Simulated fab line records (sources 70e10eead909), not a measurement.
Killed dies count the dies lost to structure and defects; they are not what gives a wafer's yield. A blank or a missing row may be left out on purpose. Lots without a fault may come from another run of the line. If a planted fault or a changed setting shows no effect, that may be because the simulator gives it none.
Which tool did it? || flow nand harc || 13 lots, 39 wafers sampled, at 3 steps of a route of 1302

== WHAT THE GAUGES READ, wafer by wafer ==
NHARC_A_M1_THK_MEAS_24: measures by xrf. Usual: 154.3 nm for thk nm, sd 1.6.
{"lot": "L763", "measured": "day 23 06:19", "on": "film metro-01", "thk nm (nm)": "155.6 155.2 154.3", "flag": ""}
{"lot": "L766", "measured": "day 23 11:22", "on": "film metro-02", "thk nm (nm)": "151.3 153.0 152.3", "flag": ""}
{"lot": "L764", "measured": "day 23 12:20", "on": "film metro-02", "thk nm (nm)": "154.7 154.3 153.1", "flag": ""}
{"lot": "L765", "measured": "day 23 21:37", "on": "film metro-01", "thk nm (nm)": "155.4 154.8 153.8", "flag": ""}
{"lot": "L767", "measured": "day 24 14:25", "on": "film metro-01", "thk nm (nm)": "155.8 154.4 153.2", "flag": ""}
{"lot": "L770", "measured": "day 26 07:57", "on": "film metro-01", "thk nm (nm)": "155.9 156.4 153.4", "flag": ""}
{"lot": "L769", "measured": "day 26 13:59", "on": "film metro-01", "thk nm (nm)": "153.8 152.8 156.4", "flag": ""}
{"lot": "L773", "measured": "day 26 22:52", "on": "film metro-02", "thk nm (nm)": "153.1 154.9 155.6", "flag": ""}
{"lot": "L772", "measured": "day 27 00:59", "on": "film metro-01", "thk nm (nm)": "154.9 153.8 153.2", "flag": ""}
{"lot": "L776", "measured": "day 28 12:06", "on": "film metro-02", "thk nm (nm)": "153.0 154.7 154.4", "flag": ""}
{"lot": "L775", "measured": "day 28 13:32", "on": "film metro-02", "thk nm (nm)": "154.1 155.7 151.5", "flag": ""}
{"lot": "L783", "measured": "day 30 21:28", "on": "film metro-02", "thk nm (nm)": "154.1 154.0 152.5", "flag": ""}
{"lot": "L786", "measured": "day 32 15:52", "on": "film metro-02", "thk nm (nm)": "154.1 155.7 156.9", "flag": ""}

NHARC_A_BONDPAD_THK_MEAS_30: measures by ellipsometry. Usual: 200.0 nm for thk nm, sd 1.5.
{"lot": "L763", "measured": "day 23 07:49", "on": "film metro-01", "thk nm (nm)": "197.3 200.5 199.2", "flag": ""}
{"lot": "L766", "measured": "day 23 12:53", "on": "film metro-01", "thk nm (nm)": "198.2 200.2 198.7", "flag": ""}
{"lot": "L764", "measured": "day 23 13:58", "on": "film metro-01", "thk nm (nm)": "198.8 201.4 199.9", "flag": ""}
{"lot": "L765", "measured": "day 23 23:21", "on": "film metro-02", "thk nm (nm)": "199.8 200.5 199.2", "flag": ""}
{"lot": "L767", "measured": "day 24 16:06", "on": "film metro-01", "thk nm (nm)": "199.0 200.8 203.4", "flag": ""}
{"lot": "L770", "measured": "day 26 09:28", "on": "film metro-02", "thk nm (nm)": "198.5 196.8 196.7", "flag": ""}
{"lot": "L769", "measured": "day 26 15:30", "on": "film metro-01", "thk nm (nm)": "201.9 202.4 202.2", "flag": ""}
{"lot": "L773", "measured": "day 27 00:23", "on": "film metro-02", "thk nm (nm)": "201.7 199.3 201.5", "flag": ""}
{"lot": "L772", "measured": "day 27 02:30", "on": "film metro-02", "thk nm (nm)": "200.6 202.1 202.3", "flag": ""}
{"lot": "L776", "measured": "day 28 13:38", "on": "film metro-01", "thk nm (nm)": "198.9 199.7 199.9", "flag": ""}
{"lot": "L775", "measured": "day 28 15:05", "on": "film metro-02", "thk nm (nm)": "199.7 201.5 201.3", "flag": ""}
{"lot": "L783", "measured": "day 30 22:58", "on": "film metro-02", "thk nm (nm)": "199.8 199.3 199.8", "flag": ""}
{"lot": "L786", "measured": "day 32 17:23", "on": "film metro-02", "thk nm (nm)": "201.1 197.2 200.6", "flag": ""}

== WHICH TOOL RAN EACH LOT (tool, then ch and the chambers of the sampled wafers, then the start) ==
{"lot": "L763", "NHARC_A_M1_CMP_23": "cmp-02 ch 1,2, day 23 05:59"}
{"lot": "L766", "NHARC_A_M1_CMP_23": "cmp-03 ch 0,2, day 23 11:03"}
{"lot": "L764", "NHARC_A_M1_CMP_23": "cmp-03 ch 0,1,3, day 23 12:05"}
{"lot": "L765", "NHARC_A_M1_CMP_23": "cmp-04 ch 2,3, day 23 21:19"}
{"lot": "L767", "NHARC_A_M1_CMP_23": "cmp-02 ch 0,3, day 24 14:06"}
{"lot": "L770", "NHARC_A_M1_CMP_23": "cmp-02 ch 0,2,3, day 26 07:42"}
{"lot": "L769", "NHARC_A_M1_CMP_23": "cmp-03 ch 0,3, day 26 13:41"}
{"lot": "L773", "NHARC_A_M1_CMP_23": "cmp-02 ch 0,1,2, day 26 22:34"}
{"lot": "L772", "NHARC_A_M1_CMP_23": "cmp-04 ch 0,1,3, day 27 00:43"}
{"lot": "L776", "NHARC_A_M1_CMP_23": "cmp-02 ch 0,2, day 28 11:47"}
{"lot": "L775", "NHARC_A_M1_CMP_23": "cmp-03 ch 0,2,3, day 28 13:16"}
{"lot": "L783", "NHARC_A_M1_CMP_23": "cmp-02 ch 0,1,2, day 30 21:09"}
{"lot": "L786", "NHARC_A_M1_CMP_23": "cmp-03 ch 0,2,3, day 32 15:33"}
- NHARC_A_M1_CMP_23: polishes, t overpolish 20 s, target thk 154.34 nm.

== AS READ BY THE TOOLS THEMSELVES (means over the sampled wafers that have a number; for cases with no such wafer, the mark the record gives instead) ==
NHARC_A_M1_CMP_23. Usual: motor current A 11.7 A, standard deviation 1.1; time to endpoint s 28.6 s, standard deviation 2.7.
{"lot": "L763", "tool": "cmp-02", "motor current A (A)": 12.3, "time to endpoint s (s)": 26.3, "flag": ""}
{"lot": "L766", "tool": "cmp-03", "motor current A (A)": 13.2, "time to endpoint s (s)": 26.2, "flag": ""}
{"lot": "L764", "tool": "cmp-03", "motor current A (A)": 12.4, "time to endpoint s (s)": 28.6, "flag": ""}
{"lot": "L765", "tool": "cmp-04", "motor current A (A)": 9.8, "time to endpoint s (s)": 28.8, "flag": ""}
{"lot": "L767", "tool": "cmp-02", "motor current A (A)": 10.5, "time to endpoint s (s)": 30.9, "flag": ""}
{"lot": "L770", "tool": "cmp-02", "motor current A (A)": 11.1, "time to endpoint s (s)": 31.3, "flag": ""}
{"lot": "L769", "tool": "cmp-03", "motor current A (A)": 12.8, "time to endpoint s (s)": 26.4, "flag": ""}
{"lot": "L773", "tool": "cmp-02", "motor current A (A)": 12.0, "time to endpoint s (s)": 30.6, "flag": ""}
{"lot": "L772", "tool": "cmp-04", "motor current A (A)": 11.1, "time to endpoint s (s)": 27.1, "flag": ""}
{"lot": "L776", "tool": "cmp-02", "motor current A (A)": 11.7, "time to endpoint s (s)": 29.8, "flag": ""}
{"lot": "L775", "tool": "cmp-03", "motor current A (A)": 12.7, "time to endpoint s (s)": 29.3, "flag": ""}
{"lot": "L783", "tool": "cmp-02", "motor current A (A)": 12.2, "time to endpoint s (s)": 27.4, "flag": ""}
{"lot": "L786", "tool": "cmp-03", "motor current A (A)": 12.6, "time to endpoint s (s)": 30.1, "flag": ""}

== THE ANSWER, worked out from the rows above alone ==
Rule: take the mean of a lot's wafers that have a number; if it is more than 3 standard deviations from the usual mean, the lot is off. A lot without any number at a reading at which 4 lots or more have one is off too. Any other lot the step has rows for is counted as sound. After the gauges, taken in route order, come the tools' own readings; for these a lot's mean is taken, as printed above. The first step at which some lot is off is used, and at that step the reading that is off furthest; a lot without a number counts as furthest.
Across all readings shown, no lot is off: no conclusion can be drawn from this.

== WHAT THE SIMULATOR HAD PUT IN ==
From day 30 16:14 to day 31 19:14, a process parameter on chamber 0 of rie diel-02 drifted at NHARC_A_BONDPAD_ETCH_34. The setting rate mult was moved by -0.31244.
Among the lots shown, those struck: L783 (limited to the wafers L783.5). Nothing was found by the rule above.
